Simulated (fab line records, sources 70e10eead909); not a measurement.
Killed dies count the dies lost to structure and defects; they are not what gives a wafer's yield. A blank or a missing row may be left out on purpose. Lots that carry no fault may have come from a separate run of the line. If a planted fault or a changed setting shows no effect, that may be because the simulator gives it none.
Which tool did it? || flow nandHarc || Sampling: 12 lots, 36 wafers, 6 of 1159 route steps

== WHAT EACH GAUGE READ, for each wafer ==
NHARC_A_M0_INSPECT_11.
{"lot": "L467", "measured": "day 17 17:02", "on": "defectInspect-01", "rawDefectCount": "22 29 22"}
{"lot": "L470", "measured": "day 17 21:20", "on": "defectInspect-01", "rawDefectCount": "29 47 40"}
{"lot": "L469", "measured": "day 17 22:38", "on": "defectInspect-02", "rawDefectCount": "26 19 25"}
{"lot": "L471", "measured": "day 18 02:18", "on": "defectInspect-01", "rawDefectCount": "25 12 18"}
{"lot": "L472", "measured": "day 18 17:08", "on": "defectInspect-01", "rawDefectCount": "41 37 46"}
{"lot": "L475", "measured": "day 19 21:16", "on": "defectInspect-02", "rawDefectCount": "54 33 47"}
{"lot": "L477", "measured": "day 20 00:48", "on": "defectInspect-01", "rawDefectCount": "33 35 31"}
{"lot": "L478", "measured": "day 20 17:25", "on": "defectInspect-02", "rawDefectCount": "13 14 14"}
{"lot": "L480", "measured": "day 20 20:25", "on": "defectInspect-02", "rawDefectCount": "42 35 42"}
{"lot": "L481", "measured": "day 20 22:56", "on": "defectInspect-01", "rawDefectCount": "55 61 55"}
{"lot": "L483", "measured": "day 21 23:54", "on": "defectInspect-01", "rawDefectCount": "36 38 48"}
{"lot": "L484", "measured": "day 22 04:24", "on": "defectInspect-01", "rawDefectCount": "21 16 17"}

NHARC_A_M1_INSPECT_11.
{"lot": "L467", "measured": "day 17 21:04", "on": "defectInspect-01", "rawDefectCount": "23 27 22"}
{"lot": "L470", "measured": "day 18 01:29", "on": "defectInspect-02", "rawDefectCount": "28 43 39"}
{"lot": "L469", "measured": "day 18 03:04", "on": "defectInspect-02", "rawDefectCount": "27 20 27"}
{"lot": "L471", "measured": "day 18 06:28", "on": "defectInspect-01", "rawDefectCount": "23 15 15"}
{"lot": "L472", "measured": "day 18 21:16", "on": "defectInspect-01", "rawDefectCount": "39 37 42"}
{"lot": "L475", "measured": "day 20 01:22", "on": "defectInspect-01", "rawDefectCount": "52 33 49"}
{"lot": "L477", "measured": "day 20 05:05", "on": "defectInspect-01", "rawDefectCount": "34 32 30"}
{"lot": "L478", "measured": "day 20 22:11", "on": "defectInspect-01", "rawDefectCount": "15 16 13"}
{"lot": "L480", "measured": "day 21 00:31", "on": "defectInspect-02", "rawDefectCount": "40 38 43"}
{"lot": "L481", "measured": "day 21 02:59", "on": "defectInspect-01", "rawDefectCount": "549 505 528"}
{"lot": "L483", "measured": "day 22 03:50", "on": "defectInspect-02", "rawDefectCount": "34 41 47"}
{"lot": "L484", "measured": "day 22 08:41", "on": "defectInspect-02", "rawDefectCount": "519 501 506"}

NHARC_END_SORT_01.
{"lot": "L478", "measured": "day 22 12:25", "on": "prober-02", "defectLimitedYield (%)": "97.2 97.9 97.8", "killedAtArray": "16 13 12", "killedAtOther": "0 0 0", "killedAtPeriphery": "3 1 3", "killedDies": "19 14 15", "killedOpen": "5 0 4", "killedShort": "2 1 2", "sort_bin_2_pct (%)": "0.4 0.3 0.4", "sort_bin_3_pct (%)": "0 0.30 0", "sort_bin_4_pct (%)": "2.4 1.5 1.8", "sortNPass": "658 663 662", "sortRimYieldPct (%)": "99.1 99.1 97.2", "sortYieldPct (%)": "97.2 97.9 97.8"}
{"lot": "L481", "measured": "day 23 03:14", "on": "prober-01", "defectLimitedYield (%)": "79.9 82.1 79.9", "killedAtArray": "135 118 135", "killedAtOther": "0 0 1", "killedAtPeriphery": "1 3 0", "killedDies": "136 121 136", "killedOpen": "1 5 1", "killedShort": "2 2 3", "sort_bin_2_pct (%)": "8.9 7.2 7.4", "sort_bin_3_pct (%)": "3.84 3.40 3.99", "sort_bin_4_pct (%)": "7.4 7.2 8.7", "sortNPass": "541 556 541", "sortRimYieldPct (%)": "88.7 89.6 97.2", "sortYieldPct (%)": "79.9 82.1 79.9"}
{"lot": "L484", "measured": "day 23 21:23", "on": "prober-01", "defectLimitedYield (%)": "84.5 84.6 85.1", "killedAtArray": "105 99 98", "killedAtOther": "0 1 0", "killedAtPeriphery": "0 4 3", "killedDies": "105 104 101", "killedOpen": "4 11 5", "killedShort": "2 0 1", "sort_bin_2_pct (%)": "5.8 6.6 5.0", "sort_bin_3_pct (%)": "3.25 2.66 4.14", "sort_bin_4_pct (%)": "6.5 6.1 5.8", "sortNPass": "572 573 576", "sortRimYieldPct (%)": "97.2 98.1 95.3", "sortYieldPct (%)": "84.5 84.6 85.1"}

== WHAT TOOL EACH LOT RAN ON (gives the tool, then ch and the chambers of the sampled wafers, and finally the start) ==
{"lot": "L467", "NHARC_A_BLC_ALD_23": "aldMetal-01 ch 2,3, day 17 12:00", "NHARC_A_M0_PRE_CLEAN_31": "pecvd-02 ch 0,2, day 17 19:43", "NHARC_A_M1_PRE_CLEAN_32": "pecvd-04 ch 1,2, day 17 23:53"}
{"lot": "L470", "NHARC_A_BLC_ALD_23": "aldMetal-02 ch 0,2, day 17 19:12", "NHARC_A_M0_PRE_CLEAN_31": "pecvd-02 ch 0,1, day 18 00:03", "NHARC_A_M1_PRE_CLEAN_32": "pecvd-03 ch 0,1,2, day 18 04:22"}
{"lot": "L469", "NHARC_A_BLC_ALD_23": "aldMetal-01 ch 1,2, day 17 20:29", "NHARC_A_M0_PRE_CLEAN_31": "pecvd-04 ch 0,1,2, day 18 01:37", "NHARC_A_M1_PRE_CLEAN_32": "pecvd-02 ch 1,2, day 18 06:01"}
{"lot": "L471", "NHARC_A_BLC_ALD_23": "aldMetal-02 ch 1,2, day 17 23:50", "NHARC_A_M0_PRE_CLEAN_31": "pecvd-02 ch 0,1,2, day 18 05:10", "NHARC_A_M1_PRE_CLEAN_32": "pecvd-03 ch 0,1,2, day 18 09:16"}
{"lot": "L472", "NHARC_A_BLC_ALD_23": "aldMetal-02 ch 0,2,3, day 18 13:53", "NHARC_A_M0_PRE_CLEAN_31": "pecvd-04 ch 0,1, day 18 19:49", "NHARC_A_M1_PRE_CLEAN_32": "pecvd-04 ch 0,1,2, day 19 00:00"}
{"lot": "L475", "NHARC_A_BLC_ALD_23": "aldMetal-01 ch 0,1,3, day 19 19:06", "NHARC_A_M0_PRE_CLEAN_31": "pecvd-04 ch 0,1, day 19 23:54", "NHARC_A_M1_PRE_CLEAN_32": "pecvd-02 ch 0,1, day 20 04:07"}
{"lot": "L477", "NHARC_A_BLC_ALD_23": "aldMetal-01 ch 1,3, day 19 22:39", "NHARC_A_M0_PRE_CLEAN_31": "pecvd-03 ch 0,1,2, day 20 03:46", "NHARC_A_M1_PRE_CLEAN_32": "pecvd-02 ch 1,2, day 20 07:49"}
{"lot": "L478", "NHARC_A_BLC_ALD_23": "aldMetal-04 ch 1,3, day 20 13:28", "NHARC_A_M0_PRE_CLEAN_31": "pecvd-04 ch 0,2, day 20 20:03", "NHARC_A_M1_PRE_CLEAN_32": "pecvd-02 ch 0,1,2, day 21 00:53"}
{"lot": "L480", "NHARC_A_BLC_ALD_23": "aldMetal-02 ch 0,2, day 20 18:25", "NHARC_A_M0_PRE_CLEAN_31": "pecvd-04 ch 1,2, day 20 23:04", "NHARC_A_M1_PRE_CLEAN_32": "pecvd-02 ch 1,2, day 21 03:15"}
{"lot": "L481", "NHARC_A_BLC_ALD_23": "aldMetal-01 ch 0,1,2, day 20 19:44", "NHARC_A_M0_PRE_CLEAN_31": "pecvd-04 ch 1,2, day 21 01:35", "NHARC_A_M1_PRE_CLEAN_32": "pecvd-04 ch 0,1, day 21 05:55"}
{"lot": "L483", "NHARC_A_BLC_ALD_23": "aldMetal-01 ch 0,2,3, day 21 16:01", "NHARC_A_M0_PRE_CLEAN_31": "pecvd-02 ch 0,2, day 22 02:32", "NHARC_A_M1_PRE_CLEAN_32": "pecvd-02 ch 0,1, day 22 06:38"}
{"lot": "L484", "NHARC_A_BLC_ALD_23": "aldMetal-01 ch 0,3, day 22 02:22", "NHARC_A_M0_PRE_CLEAN_31": "pecvd-04 ch 1,2, day 22 07:17", "NHARC_A_M1_PRE_CLEAN_32": "pecvd-04 ch 1,2, day 22 11:33"}
- NHARC_A_BLC_ALD_23: deposits TiN, target thk 3 nm, pulse time 1 s, ald cycles 150.
- NHARC_A_M0_PRE_CLEAN_31: time 12 s.
- NHARC_A_M1_PRE_CLEAN_32: time 12 s.

== AS READ BY THE TOOLS THEMSELVES (means over the sampled wafers that have a number; for cases with no such wafer, the mark the record gives instead) ==
NHARC_A_BLC_ALD_23.
{"lot": "L467", "tool": "aldMetal-01", "heaterPowerW (W)": 1232, "precursorPulseHeightRel": 0.972}
{"lot": "L470", "tool": "aldMetal-02", "heaterPowerW (W)": 1145, "precursorPulseHeightRel": 0.999}
{"lot": "L469", "tool": "aldMetal-01", "heaterPowerW (W)": 1115, "precursorPulseHeightRel": 0.991}
{"lot": "L471", "tool": "aldMetal-02", "heaterPowerW (W)": 1006, "precursorPulseHeightRel": 0.999}
{"lot": "L472", "tool": "aldMetal-02", "heaterPowerW (W)": 1171, "precursorPulseHeightRel": 0.978}
{"lot": "L475", "tool": "aldMetal-01", "heaterPowerW (W)": 1122, "precursorPulseHeightRel": 1.009}
{"lot": "L477", "tool": "aldMetal-01", "heaterPowerW (W)": 1129, "precursorPulseHeightRel": 1.019}
{"lot": "L478", "tool": "aldMetal-04", "heaterPowerW (W)": 1129, "precursorPulseHeightRel": 0.985}
{"lot": "L480", "tool": "aldMetal-02", "heaterPowerW (W)": 1180, "precursorPulseHeightRel": 0.993}
{"lot": "L481", "tool": "aldMetal-01", "heaterPowerW (W)": 1083, "precursorPulseHeightRel": 0.978}
{"lot": "L483", "tool": "aldMetal-01", "heaterPowerW (W)": 1118, "precursorPulseHeightRel": 1.001}
{"lot": "L484", "tool": "aldMetal-01", "heaterPowerW (W)": 1073, "precursorPulseHeightRel": 1.014}

NHARC_A_M0_PRE_CLEAN_31.
{"lot": "L467", "tool": "pecvd-02", "heaterPowerW (W)": 565, "rfFwdPowerW (W)": 292.4}
{"lot": "L470", "tool": "pecvd-02", "heaterPowerW (W)": 591, "rfFwdPowerW (W)": 292.5}
{"lot": "L469", "tool": "pecvd-04", "heaterPowerW (W)": 740, "rfFwdPowerW (W)": 292.7}
{"lot": "L471", "tool": "pecvd-02", "heaterPowerW (W)": 602, "rfFwdPowerW (W)": 293.8}
{"lot": "L472", "tool": "pecvd-04", "heaterPowerW (W)": 769, "rfFwdPowerW (W)": 292.2}
{"lot": "L475", "tool": "pecvd-04", "heaterPowerW (W)": 763, "rfFwdPowerW (W)": 292.8}
{"lot": "L477", "tool": "pecvd-03", "heaterPowerW (W)": 680, "rfFwdPowerW (W)": 292.5}
{"lot": "L478", "tool": "pecvd-04", "heaterPowerW (W)": 739, "rfFwdPowerW (W)": 291.8}
{"lot": "L480", "tool": "pecvd-04", "heaterPowerW (W)": 778, "rfFwdPowerW (W)": 292.4}
{"lot": "L481", "tool": "pecvd-04", "heaterPowerW (W)": 755, "rfFwdPowerW (W)": 292.7}
{"lot": "L483", "tool": "pecvd-02", "heaterPowerW (W)": 558, "rfFwdPowerW (W)": 292.5}
{"lot": "L484", "tool": "pecvd-04", "heaterPowerW (W)": 747, "rfFwdPowerW (W)": 290.9}

NHARC_A_M1_PRE_CLEAN_32.
{"lot": "L467", "tool": "pecvd-04", "heaterPowerW (W)": 743, "rfFwdPowerW (W)": 292.9}
{"lot": "L470", "tool": "pecvd-03", "heaterPowerW (W)": 697, "rfFwdPowerW (W)": 291.7}
{"lot": "L469", "tool": "pecvd-02", "heaterPowerW (W)": 641, "rfFwdPowerW (W)": 291.9}
{"lot": "L471", "tool": "pecvd-03", "heaterPowerW (W)": 703, "rfFwdPowerW (W)": 292.5}
{"lot": "L472", "tool": "pecvd-04", "heaterPowerW (W)": 690, "rfFwdPowerW (W)": 292.4}
{"lot": "L475", "tool": "pecvd-02", "heaterPowerW (W)": 596, "rfFwdPowerW (W)": 292.8}
{"lot": "L477", "tool": "pecvd-02", "heaterPowerW (W)": 624, "rfFwdPowerW (W)": 292.5}
{"lot": "L478", "tool": "pecvd-02", "heaterPowerW (W)": 642, "rfFwdPowerW (W)": 292.5}
{"lot": "L480", "tool": "pecvd-02", "heaterPowerW (W)": 591, "rfFwdPowerW (W)": 292.6}
{"lot": "L481", "tool": "pecvd-04", "heaterPowerW (W)": 655, "rfFwdPowerW (W)": 292.4}
{"lot": "L483", "tool": "pecvd-02", "heaterPowerW (W)": 627, "rfFwdPowerW (W)": 294.0}
{"lot": "L484", "tool": "pecvd-04", "heaterPowerW (W)": 741, "rfFwdPowerW (W)": 292.1}

== THE ANSWER, worked out from the rows above alone ==
Rule: the lots themselves supply what counts as usual. The widest of any qualifying gaps counts: lots, ordered by their means at a reading, are off when they make up no more than a third of the lots, leave a main group of 4 or more, and stand apart from it by 3 or more times the standard deviation of that group's means. Not used: any main group whose means are identical at the precision the tables above print for the reading. A lot without any number at a reading at which 4 lots or more have one is off too. All remaining lots with rows at the step are treated as sound. After the gauges, taken in route order, come the tools' own readings; for these a lot's mean is taken, as printed above. At the first step where some lot is off, the reading lying furthest off is the one used; lots without a number count as furthest.
Off at NHARC_A_M1_INSPECT_11 (rawDefectCount): L481, L484. The main group has a mean of 31 with a standard deviation of 10.
A tool fits if, at a process step before that reading, it ran every lot that is off, and no sound lot after the first of them. The gauges at NHARC_A_M1_INSPECT_11 are tried like those tools. One fits: pecvd-04 at NHARC_A_M0_PRE_CLEAN_31. Its last sound lot is L480 (day 20 23:04), its first lot that is off L481 (day 21 01:35): a fault that began between those two fits.

== WHAT HAD BEEN PUT IN BY THE SIMULATOR ==
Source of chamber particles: pecvd-04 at NHARC_A_M0_PRE_CLEAN_31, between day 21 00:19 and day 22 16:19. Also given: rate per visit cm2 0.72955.
Lots struck among those shown: L481, L484. The rule above found the same.
